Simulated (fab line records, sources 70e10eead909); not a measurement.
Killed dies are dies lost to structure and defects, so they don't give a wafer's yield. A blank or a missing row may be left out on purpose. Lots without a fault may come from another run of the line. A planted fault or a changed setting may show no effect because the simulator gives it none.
Chamber matching | flow nand_harc | NHARC_A_BONDPAD_DEP_00 on pecvd-01: 3 sister chambers
The step deposits SiCN, target thk 250 nm. 14 wafers are shown with their chamber, then 7 later ones without.

WAFERS WITH THEIR CHAMBER
wafer  | chamber | heater_power_w (W)
L892.1 | 0       | 565
L892.2 | 2       | 626
L892.4 | 2       | 622
L894.3 | 1       | 490
L894.5 | 0       | 601
L894.6 | 1       | 510
L899.3 | 2       | 601
L899.4 | 0       | 596
L899.5 | 1       | 493
L900.2 | 0       | 671
L900.5 | 1       | 430
L900.6 | 2       | 593
L904.1 | 0       | 634
L904.2 | 2       | 510

SIGNATURES (means of the wafers above)
reading        | chamber 0 | chamber 1 | chamber 2 | scatter within a chamber
heater_power_w | 613.40    | 480.75    | 590.40    | 41.6
Rule: a wafer's distance from a chamber is the root of the sum, over the readings, of the square of ((its reading less the chamber's mean) divided by the reading's scatter). The wafer belongs to the nearest chamber; if the next one is less than 2 further off, it can't be placed. The scatter: the root of (the sum of the squares of (reading less its chamber's mean) over the shown wafers, divided by (wafers less chambers)).

WAFERS WITHOUT THEIR CHAMBER
wafer  | heater_power_w (W)
L904.3 | 653
L910.1 | 509
L910.3 | 502
L910.6 | 529
L911.1 | 482
L911.2 | 583
L911.5 | 721

WHICH CHAMBER EACH WENT THROUGH
wafer  | from the rows above          | in truth
L904.3 | can't be placed: 0 or 2      | 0
L910.1 | can't be placed: 1 or 2 or 0 | 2
L910.3 | can't be placed: 1 or 2      | 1
L910.6 | can't be placed: 1 or 2 or 0 | 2
L911.1 | 1                            | 1
L911.2 | can't be placed: 2 or 0      | 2
L911.5 | can't be placed: 0 or 2      | 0
Placed correctly: 1 of 7. Can't be placed from these rows: 6 (the true chamber is among the candidates in 6). Placed wrongly: 0.
